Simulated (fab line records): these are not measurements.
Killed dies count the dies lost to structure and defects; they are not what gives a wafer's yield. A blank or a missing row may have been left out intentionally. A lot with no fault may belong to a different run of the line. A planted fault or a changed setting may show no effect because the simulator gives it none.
fab line records | flow n5Finfet
[record] lots = 7 wafers = 39
route steps=1938 shown BEOL_M7@1308 BEOL_M8@1332
startH: hours from the record's first day to the start of the lot's first wafer shown | waitH: time in hours since the lot's previous step | " the same as in the row above | L1.1+2: a single row standing in for several wafers | - no value present, or no start provided | * or withheld: withheld | < > ~ a bound
route shown NAME@n: NAME is a module with steps in the file, n the number in the route of the first one | usual: average and standard deviation across the fault-free wafers | same: alike in all rows | chamber/n: place in a boat | sites: readings site by site | _std_site: the standard deviation of these | _edge_site: the outer-site mean with the inner-site mean subtracted | radiusMm: for every site, how far away it sits from the centre of the wafer | mask NAME#n: copy n | behind: the most recent tool/chamber to have shaped the wafer | hold: why the lot went on hold/how many hours it stayed there/how the hold came to an end | device: which transistor (n, p or np) failed to switch | end of line: the tests these same wafers got at the end of their route | a step with no rows: only its recipe | killed: the dies lost at the first sort to structure and to defects; this is not the yield of the wafer | map: a wafer's dies, marking killed ones x, the rest . and places with no die _
set.NAME: setting as actually run; set.NAME@STEP: the setting as run at that earlier step | model.NAME: the simulator's own value behind a step, which no gauge read
lots with deliberately changed settings; one table per step, one row per wafer
[[steps]]
[step N5_BEOL_M7_TRENCH_ETCH_37]
[recipe] chemistry = C4F6/O2 targetDepthA = 934.78 target = SiCOH_lowk timeS = 31.2 ionEnergyEv = 250 pressureMtorr = 30 sourceW = 345 biasW = 185 Ar_flow_sccm = 300 C4F6_flow_sccm = 10 O2_flow_sccm = 10
// columns lot.wafer tool chamber startH waitH set.targetDepthA model.BEOL_M7.featureDepthNm model.etch.depthNm model.TiN_of_BEOL_M7_HM_DEP_02.thkNm
L074.1 rieDiel-01 1 - - 934.78 93.6 93.57 17.4
L074.2 " 0 " " 934.78 90.6 90.64 17.2
L074.3 " 2 " " 934.78 91.4 91.33 17.2
L074.4 " 3 " " 934.78 92 92.07 17
L074.5 " 3 " " 934.78 92.4 92.48 17
L074.6 " 0 " " 934.78 89.8 89.79 17.2
L076.1 rieDiel-03 3 - - 934.78 93.8 93.79 17.6
L076.2 " 2 " " 934.78 93.6 93.51 17.4
L076.3 " 0 " " 1287 128.2 128.2 16.4
L076.4 " 1 " " 934.78 94.6 94.59 17.4
L076.5 " 0 " " 1287 126.6 126.6 16.4
L076.6 " 3 " " 1287 127.8 127.9 16.6
L081.1 rieDiel-01 1 - - 1399 140.4 140.3 15.8
L081.2 " 2 " " 934.78 90.6 90.54 17.4
L081.3 " 3 " " 934.78 92.8 92.77 17
L081.4 " 0 " " 1399 137.4 137.4 16.2
L081.5 " 1 " " 1399 139.4 139.4 15.8
L081.6 " 2 " " 934.78 90.2 90.28 17.4
L086.1 rieDiel-01 0 - - 934.78 91.6 91.6 17.8
L086.2 " 2 " " 1224 119.2 119.3 17
L086.3 " 3 " " 1224 120.8 120.7 17
L086.4 " 1 " " 934.78 92.4 92.44 17.8
L086.5 " 2 " " 1224 119 118.9 17
L086.6 " 3 " " 934.78 92.6 92.64 18
L087.1 rieDiel-06 2 - - 934.78 90 90.07 18
L087.2 " 0 " " 1314 130 129.9 16.6
L087.3 " 3 " " 1314 126.6 126.7 17
L087.4 " 1 " " 1314 135 135.1 16.4
L087.5 " 0 " " 934.78 91.8 91.72 18
L087.6 " 1 " " 934.78 95.2 95.28 17.8
L089.1 rieDiel-03 1 - - 934.78 95.8 95.72 17.6
L089.4 " 2 " " 934.78 94.6 94.54 17.6
L089.6 " 1 " " 934.78 95.6 95.54 17.6
L092.1 rieDiel-03 0 - - 934.78 93.2 93.19 17.2
L092.2 " 1 " " 934.78 94.6 94.58 16.6
L092.3 " 3 " " 934.78 93.4 93.33 17
L092.4 " 2 " " 1190 119.4 119.5 16.4
L092.5 " 3 " " 1190 119.4 119.5 16
L092.6 " 2 " " 1190 119.4 119.5 16.2
[step N5_BEOL_M7_ETCH_41]
[recipe] chemistry = CH3F/O2 target = SiCN targetDepthA = 319 taperDeg = 2 timeS = 57.8 ionEnergyEv = 120 maskMaterial = TiN pressureMtorr = 30 sourceW = 395 biasW = 75 Ar_flow_sccm = 150 CH3F_flow_sccm = 30 O2_flow_sccm = 20
[step N5_BEOL_M7_STRIP_80]
[recipe] chemistry = N2/H2 timeS = 10 powerW = 450 tempC = 40 pressureMtorr = 20 rfFrequencyHz = 6e+07 biasPowerW = 7 n2FlowSccm = 200 h2FlowSccm = 200
[step N5_BEOL_M7_OCD_MEAS_38]
[usual] trenchDepthNm = 93.1/1.6
// columns lot.wafer tool chamber startH waitH set.targetDepthA@BEOL_M7_TRENCH_ETCH_37 trenchDepthNm
L074.1 ocd-02 - 228.85 - 934.78 93.8
L074.2 " - " " 934.78 90.8
L074.3 " - " " 934.78 91.3
L074.4 " - " " 934.78 92.1
L074.5 " - " " 934.78 92.2
L074.6 " - " " 934.78 89.4
L076.1 ocd-01 - 247.58 - 934.78 -
L076.2 " - " " 934.78 93.3
L076.3 " - " " 1287 -
L076.4 " - " " 934.78 94.6
L076.5 " - " " 1287 126.6
L076.6 " - " " 1287 -
L081.1 ocd-01 - 262.25 - 1399 140.4
L081.2 " - " " 934.78 90.4
L081.3 " - " " 934.78 92.5
L081.4 " - " " 1399 137.4
L081.5 " - " " 1399 139.5
L081.6 " - " " 934.78 89.8
L086.1 ocd-01 - 286.04 - 934.78 92.1
L086.2 " - " " 1224 119.1
L086.3 " - " " 1224 120.8
L086.4 " - " " 934.78 92.1
L086.5 " - " " 1224 118.8
L086.6 " - " " 934.78 93.0
L087.1 ocd-02 - 299.35 - 934.78 90.5
L087.2 " - " " 1314 129.7
L087.3 " - " " 1314 126.9
L087.4 " - " " 1314 135.2
L087.5 " - " " 934.78 91.7
L087.6 " - " " 934.78 95.4
L089.1 ocd-02 - 321.18 - 934.78 96.1
L089.4 " - " " 934.78 94.2
L089.6 " - " " 934.78 95.3
L092.1 ocd-01 - 330.21 - 934.78 93.4
L092.2 " - " " 934.78 94.8
L092.3 " - " " 934.78 92.9
L092.4 " - " " 1190 119.9
L092.5 " - " " 1190 119.1
L092.6 " - " " 1190 119.1
[step N5_BEOL_M7_HM_STRIP_39]
[recipe] chemistry = peroxideTinStrip material = TiN targetDepthA = 250 tempC = 50 timeS = 158
[step N5_BEOL_M7_SRD_40]
[recipe] timeS = 30 tempC = 23 rinseLiquid = diw dry = ipaMarangoni
[step N5_BEOL_M7_ECD_50]
[recipe] material = Cu targetThkA = 3000
[step N5_BEOL_M7_ANNEAL_51]
[recipe] tempC = 225 timeS = 90 ambient = N2
[step N5_BEOL_M7_CMP_52]
[recipe] stopOn = SiCOH_lowk tOverpolishS = 6.9 downForcePsi = 1 platenRpm = 50 clearingPlatenDownForcePsi = 1.5 clearingPlatenRpm = 50 postCmpClean = cuAlkaline targetThkNm = 80 clearingPlatenPadVelocityMS = 0.99484 padVelocityMS = 0.99484
// columns lot.wafer tool chamber startH waitH set.targetDepthA@BEOL_M7_TRENCH_ETCH_37 model.Cu_of_BEOL_M7_ECD_50.thkNm
L074.4 cmp-04 0 232.39 0.1 934.78 78
L074.2+3 " 1,2 " " 934.78 78.4
L074.1 " 3 " " 934.78 80.6
L074.5 " 0 " " 934.78 78.8
L074.6 " 1 " " 934.78 76.8
L076.3 cmp-04 0 251.06 0.2 1287 113.4
L076.1+4 " 1,3 " " 934.78 80.2
L076.2 " 2 " " 934.78 79
L076.5 " 0 " " 1287 111.8
L076.6 " 1 " " 1287 112.8
L081.4 cmp-02 2 265.36 0.1 1399 123.6
L081.3 " 3 " " 934.78 79
L081.1 " 0 " " 1399 126.2
L081.2 " 1 " " 934.78 78.2
L081.6 " 2 " " 934.78 76.2
L081.5 " 3 " " 1399 125.6
L086.4 cmp-01 2 288.87 0.1 934.78 78
L086.3 " 3 " " 1224 107.2
L086.1 " 0 " " 934.78 78.6
L086.2 " 1 " " 1224 105.6
L086.5 " 2 " " 1224 104.4
L086.6 " 3 " " 934.78 78.8
L087.4 cmp-01 2 304.52 0.1 1314 121.6
L087.1 " 3 " " 934.78 76.6
L087.2 " 0 " " 1314 117.4
L087.3 " 1 " " 1314 112.2
L087.6 " 2 " " 934.78 81
L087.5 " 3 " " 934.78 79.2
L089.4 cmp-04 0 323.57 0.1 934.78 80.4
L089.1 " 2 " " 934.78 80.8
L089.6 " 0 " " 934.78 81
L092.4+5 cmp-01 3 332.60 0.1 1190 107.6
L092.1 " 0 " " 934.78 81.6
L092.2 " 1 " " 934.78 80.2
L092.3 " 2 " " 934.78 80
L092.6 " 0 " " 1190 107.4
[step N5_BEOL_M7_THK_MEAS_53]
[recipe] thkMeasGauge = xrf reads = Cu_of_BEOL_M7_ECD_50
[usual] M7_THK = 79.7/1.9
// columns lot.wafer tool chamber startH waitH set.targetDepthA@BEOL_M7_TRENCH_ETCH_37 M7_THK[nm]
L074.1 filmMetro-01 - 232.68 - 934.78 81.3
L074.2 " - " " 934.78 78.7
L074.3 " - " " 934.78 78.8
L074.4 " - " " 934.78 78.3
L074.5 " - " " 934.78 79.3
L074.6 " - " " 934.78 77.1
L076.1 filmMetro-01 - 251.36 - 934.78 -
L076.2 " - " " 934.78 79.5
L076.3 " - " " 1287 -
L076.4 " - " " 934.78 80.5
L076.5 " - " " 1287 112.3
L076.6 " - " " 1287 -
L081.1 filmMetro-01 - 265.65 - 1399 126.3
L081.2 " - " " 934.78 78.5
L081.3 " - " " 934.78 79.3
L081.4 " - " " 1399 124.2
L081.5 " - " " 1399 126.0
L081.6 " - " " 934.78 76.4
L086.1 filmMetro-02 - 289.16 - 934.78 78.4
L086.2 " - " " 1224 105.5
L086.3 " - " " 1224 107.0
L086.4 " - " " 934.78 77.4
L086.5 " - " " 1224 104.1
L086.6 " - " " 934.78 78.2
L087.1 filmMetro-01 - 304.82 - 934.78 76.7
L087.2 " - " " 1314 116.9
L087.3 " - " " 1314 112.0
L087.4 " - " " 1314 121.1
L087.5 " - " " 934.78 79.1
L087.6 " - " " 934.78 80.5
L089.1 filmMetro-02 - 323.87 - 934.78 81.5
L089.4 " - " " 934.78 81.0
L089.6 " - " " 934.78 81.3
L092.1 filmMetro-02 - 332.90 - 934.78 81.4
L092.2 " - " " 934.78 80.3
L092.3 " - " " 934.78 79.7
L092.4 " - " " 1190 107.5
L092.5 " - " " 1190 107.1
L092.6 " - " " 1190 107.1
[step N5_BEOL_M7_PRE_CLEAN_55]
[recipe] gas = NH3 timeS = 15 tempC = withheld rfPowerW = 300
[step N5_BEOL_M7_DEP_56]
[recipe] material = SiCN targetThkA = 100 tempC = withheld precursor = 3MS/NH3 pressureTorr = 3 rfW = 202 timeS = 17.5
[step N5_BEOL_M7_RS_MEAS_57]
[recipe] thkMeasGauge = four-point-probe reads = Cu_of_BEOL_M7_ECD_50+Co_of_BEOL_M7_CVD_78+TaN_of_BEOL_M7_ALD_77
[usual] M7_RS = 0.289/0.0079
// columns lot.wafer tool chamber startH waitH set.targetDepthA@BEOL_M7_TRENCH_ETCH_37 M7_RS[ohm/sq]
L074.1 filmMetro-02 - 232.81 0.1 934.78 0.283
L074.2 " - " " 934.78 0.293
L074.3 " - " " 934.78 0.293
L074.4 " - " " 934.78 0.295
L074.5 " - " " 934.78 0.292
L074.6 " - " " 934.78 0.301
L076.1 filmMetro-02 - 251.49 0.1 934.78 -
L076.2 " - " " 934.78 0.291
L076.3 " - " " 1287 -
L076.4 " - " " 934.78 0.285
L076.5 " - " " 1287 0.194
L076.6 " - " " 1287 -
L081.1 filmMetro-01 - 265.78 0.1 1399 0.170
L081.2 " - " " 934.78 0.294
L081.3 " - " " 934.78 0.290
L081.4 " - " " 1399 0.174
L081.5 " - " " 1399 0.171
L081.6 " - " " 934.78 0.303
L086.1 filmMetro-01 - 289.29 0.1 934.78 0.292
L086.2 " - " " 1224 0.207
L086.3 " - " " 1224 0.204
L086.4 " - " " 934.78 0.294
L086.5 " - " " 1224 0.210
L086.6 " - " " 934.78 0.291
L087.1 filmMetro-02 - 304.95 0.1 934.78 0.301
L087.2 " - " " 1314 0.184
L087.3 " - " " 1314 0.194
L087.4 " - " " 1314 0.177
L087.5 " - " " 934.78 0.289
L087.6 " - " " 934.78 0.282
L089.1 filmMetro-01 - 324.00 0.1 934.78 0.283
L089.4 " - " " 934.78 0.283
L089.6 " - " " 934.78 0.281
L092.1 filmMetro-01 - 333.03 0.1 934.78 0.279
L092.2 " - " " 934.78 0.285
L092.3 " - " " 934.78 0.286
L092.4 " - " " 1190 0.203
L092.5 " - " " 1190 0.203
L092.6 " - " " 1190 0.204
[step N5_BEOL_M8_ILD_DEP_00]
[recipe] material = SiCOH_lowk targetThkA = 1797.5 tempC = 300 precursor = DEMS/porogen pressureTorr = 5 rfW = 500 timeS = 33.4
// columns lot.wafer tool chamber startH waitH set.targetThkA model.SiCOH_lowk_of_BEOL_M8_ILD_DEP_00.thkNm
L074.1 pecvd-03 1 232.88 0.0 2354 234.2
L074.2 " 2 " " 2354 232.8
L074.3 " 1 " " 1797.5 181.2
L074.4 " 2 " " 1797.5 178
L074.5 " 1 " " 1797.5 182.4
L074.6 " 2 " " 2354 236.2
L076.1 pecvd-02 1 251.55 0.0 757.2 72.4
L076.2+5 " 0,1 " " 1797.5 178.4
L076.3 " 0 " " 757.2 77.2
L076.4 " 1 " " 1797.5 176.8
L076.6 " 0 " " 757.2 75.4
L081.1 pecvd-01 2 265.85 0.0 1797.5 179.2
L081.2 " 0 " " 1349 135.8
L081.3 " 1 " " 1349 134
L081.4 " 1 " " 1797.5 181.6
L081.5 " 0 " " 1349 136.2
L081.6 " 2 " " 1797.5 181.2
L086.1 pecvd-02 2 289.36 0.0 1357 130.6
L086.2 " 1 " " 1797.5 174
L086.3 " 0 " " 1357 133
L086.4 " 2 " " 1797.5 177.8
L086.5 " 0 " " 1357 136.8
L086.6 " 1 " " 1797.5 178.4
L087.1 pecvd-01 0 305.01 0.0 2324 232.2
L087.2 " 1 " " 2324 230.8
L087.3+5 " 2,1 " " 1797.5 180.2
L087.4 " 0 " " 2324 234.8
L087.6 " 2 " " 1797.5 180.8
L089.1 pecvd-01 0 324.06 0.0 1797.5 177.8
L089.4 " 0 " " 1797.5 183
L089.6 " 1 " " 1797.5 181.4
L092.1 pecvd-03 0 333.09 0.0 1173 119.6
L092.2 " 2 " " 1173 118.8
L092.3 " 1 " " 1797.5 178.8
L092.4 " 1 " " 1797.5 184
L092.5 " 2 " " 1797.5 181.8
L092.6 " 0 " " 1173 119
[step N5_BEOL_M8_CURE_74]
[recipe] tempC = 385 timeS = 240 ambient = He/Ar material = SiCOH_lowk
// columns lot.wafer tool chamber startH waitH set.targetThkA@BEOL_M8_ILD_DEP_00 model.SiCOH_lowk_of_BEOL_M8_ILD_DEP_00.thkNm
L074.1 uvCure-01 1 232.96 0.1 2354 202.6
L074.2 " 1 " " 2354 201.4
L074.3 " 1 " " 1797.5 156.4
L074.4 " 1 " " 1797.5 153.6
L074.5 " 1 " " 1797.5 157.4
L074.6 " 1 " " 2354 204.4
L076.1 uvCure-01 0 251.64 0.1 757.2 62.2
L076.2 " 0 " " 1797.5 153.8
L076.3 " 0 " " 757.2 66.2
L076.4 " 0 " " 1797.5 152.6
L076.5 " 0 " " 1797.5 154
L076.6 " 0 " " 757.2 64.6
L081.1 uvCure-03 0 265.91 0.0 1797.5 154.6
L081.2 " 0 " " 1349 116.8
L081.3 " 0 " " 1349 115.2
L081.4 " 0 " " 1797.5 156.6
L081.5 " 0 " " 1349 117.2
L081.6 " 0 " " 1797.5 156.2
L086.1 uvCure-02 0 289.42 0.0 1357 112.2
L086.2 " 0 " " 1797.5 150
L086.3 " 0 " " 1357 114.4
L086.4 " 0 " " 1797.5 153.2
L086.5 " 0 " " 1357 117.6
L086.6 " 0 " " 1797.5 153.8
L087.1 uvCure-01 1 305.08 0.0 2324 200.8
L087.2 " 1 " " 2324 199.6
L087.3+5 " 1 " " 1797.5 155.4
L087.4 " 1 " " 2324 203.2
L087.6 " 1 " " 1797.5 156
L089.1 uvCure-03 0 324.16 0.1 1797.5 153.4
L089.4 " 0 " " 1797.5 158
L089.6 " 0 " " 1797.5 156.6
L092.1 uvCure-02 1 333.16 0.0 1173 102.8
L092.2 " 1 " " 1173 102
L092.3 " 1 " " 1797.5 154.2
L092.4 " 1 " " 1797.5 158.8
L092.5 " 1 " " 1797.5 156.8
L092.6 " 1 " " 1173 102.2
[step N5_BEOL_M8_THK_MEAS_01]
[recipe] reads = SiCOH_lowk_of_BEOL_M8_ILD_DEP_00
[usual] M8_ILD_THK = 154.3/2
// columns lot.wafer tool chamber startH waitH set.targetThkA@BEOL_M8_ILD_DEP_00 M8_ILD_THK[nm]
L074.1 filmMetro-01 - 233.47 0.4 2354 202.3
L074.2 " - " " 2354 201.5
L074.3 " - " " 1797.5 156.2
L074.4 " - " " 1797.5 153.6
L074.5 " - " " 1797.5 157.2
L074.6 " - " " 2354 204.4
L076.1 filmMetro-02 - 252.17 0.4 757.2 62.1
L076.2 " - " " 1797.5 153.8
L076.3 " - " " 757.2 66.2
L076.4 " - " " 1797.5 152.6
L076.5 " - " " 1797.5 153.9
L076.6 " - " " 757.2 64.6
L081.1 filmMetro-02 - 266.42 0.4 1797.5 154.7
L081.2 " - " " 1349 116.9
L081.3 " - " " 1349 115.1
L081.4 " - " " 1797.5 156.6
L081.5 " - " " 1349 117.3
L081.6 " - " " 1797.5 156.2
L086.1 filmMetro-02 - 289.93 0.4 1357 112.2
L086.2 " - " " 1797.5 150.0
L086.3 " - " " 1357 114.3
L086.4 " - " " 1797.5 153.5
L086.5 " - " " 1357 117.6
L086.6 " - " " 1797.5 153.8
L087.1 filmMetro-01 - 305.59 0.4 2324 200.8
L087.2 " - " " 2324 199.7
L087.3 " - " " 1797.5 155.4
L087.4 " - " " 2324 203.2
L087.5 " - " " 1797.5 155.4
L087.6 " - " " 1797.5 155.9
L089.1 filmMetro-01 - 325.15 0.8 1797.5 153.3
L089.4 " - " " 1797.5 158.0
L089.6 " - " " 1797.5 156.5
L092.1 filmMetro-01 - 333.68 0.4 1173 102.7
L092.2 " - " " 1173 102.0
L092.3 " - " " 1797.5 154.1
L092.4 " - " " 1797.5 158.8
L092.5 " - " " 1797.5 156.8
L092.6 " - " " 1173 102.2
[[key]]
[split] step = N5_BEOL_M7_TRENCH_ETCH_37 setting = targetDepthA stated = 934.78 by = wafer
[response] step = N5_BEOL_M7_TRENCH_ETCH_37 reading = model.BEOL_M7.featureDepthNm change = +0.932 per = 1% r = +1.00
[response] step = N5_BEOL_M7_TRENCH_ETCH_37 reading = model.etch.depthNm change = +0.932 per = 1% r = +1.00
[response] step = N5_BEOL_M7_TRENCH_ETCH_37 reading = model.TiN_of_BEOL_M7_HM_DEP_02.thkNm change = -0.0279 per = 1% r = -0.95
[response] step = N5_BEOL_M7_OCD_MEAS_38 reading = trenchDepthNm change = +0.935 per = 1% r = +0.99
[response] step = N5_BEOL_M7_CMP_52 reading = model.Cu_of_BEOL_M7_ECD_50.thkNm change = +0.928 per = 1% r = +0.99
[response] step = N5_BEOL_M7_THK_MEAS_53 reading = M7_THK change = +0.933 per = 1% r = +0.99
[response] step = N5_BEOL_M7_RS_MEAS_57 reading = M7_RS change = -0.00261 per = 1% r = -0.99
[split] step = N5_BEOL_M8_ILD_DEP_00 setting = targetThkA stated = 1797.5 by = wafer
[response] step = N5_BEOL_M8_ILD_DEP_00 reading = model.SiCOH_lowk_of_BEOL_M8_ILD_DEP_00.thkNm change = +1.78 per = 1% r = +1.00
[response] step = N5_BEOL_M8_CURE_74 reading = model.SiCOH_lowk_of_BEOL_M8_ILD_DEP_00.thkNm change = +1.55 per = 1% r = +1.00
[response] step = N5_BEOL_M8_THK_MEAS_01 reading = M8_ILD_THK change = +1.55 per = 1% r = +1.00
